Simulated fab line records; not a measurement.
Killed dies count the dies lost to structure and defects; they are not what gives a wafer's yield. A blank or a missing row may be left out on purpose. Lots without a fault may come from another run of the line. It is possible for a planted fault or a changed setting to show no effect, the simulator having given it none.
Which of the tools did it? :: flow nandHarc :: 36 wafers sampled from 12 lots at 1 step of a route of 1302

== WHAT THE GAUGES SHOWED, per wafer ==
NHARC_A_ONON_D2_THK_MEAS_24: measures by ellipsometry.
lot: L075
measured: day 13 06:15
on: filmMetro-02
thkNm (nm): 996 997 996

lot: L078
measured: day 14 16:25
on: filmMetro-02
thkNm (nm): 1005 1004 1006

lot: L080
measured: day 15 13:01
on: filmMetro-01
thkNm (nm): 996 994 996

lot: L081
measured: day 15 21:17
on: filmMetro-02
thkNm (nm): 993 994 994

lot: L083
measured: day 17 02:47
on: filmMetro-01
thkNm (nm): 1003 1002 1004

lot: L085
measured: day 17 07:07
on: filmMetro-02
thkNm (nm): 991 992 991

lot: L087
measured: day 18 03:37
on: filmMetro-01
thkNm (nm): 987 987 988

lot: L089
measured: day 18 22:25
on: filmMetro-02
thkNm (nm): 988 988 988

lot: L091
measured: day 20 03:42
on: filmMetro-02
thkNm (nm): 1007 1008 1006

lot: L093
measured: day 20 17:42
on: filmMetro-01
thkNm (nm): 982 981 982

lot: L095
measured: day 21 16:14
on: filmMetro-01
thkNm (nm): 1004 1004 1004

lot: L097
measured: day 22 14:04
on: filmMetro-01
thkNm (nm): 983 984 984

== WHICH TOOL RAN EACH LOT (tool, then ch and the chambers of the sampled wafers, then the start) ==
Before these readings, the record contains no process step.

== THE ANSWER, worked out from the rows above alone ==
Rule: usual is defined by the lots themselves. The widest of any qualifying gaps counts: lots, ordered by their means at a reading, are off when they make up no more than a third of the lots, leave a main group of 4 or more, and stand apart from it by 3 or more times the standard deviation of that group's means. A main group whose means are all the same, to the digits that the tables above print for the reading, isn't used. A lot without any number at a reading at which 4 lots or more have one is off too. All remaining lots with rows at the step are treated as sound.
No lot is off on any of the readings shown, so nothing can be concluded from this.

== WHAT WAS PUT IN BY THE SIMULATOR ==
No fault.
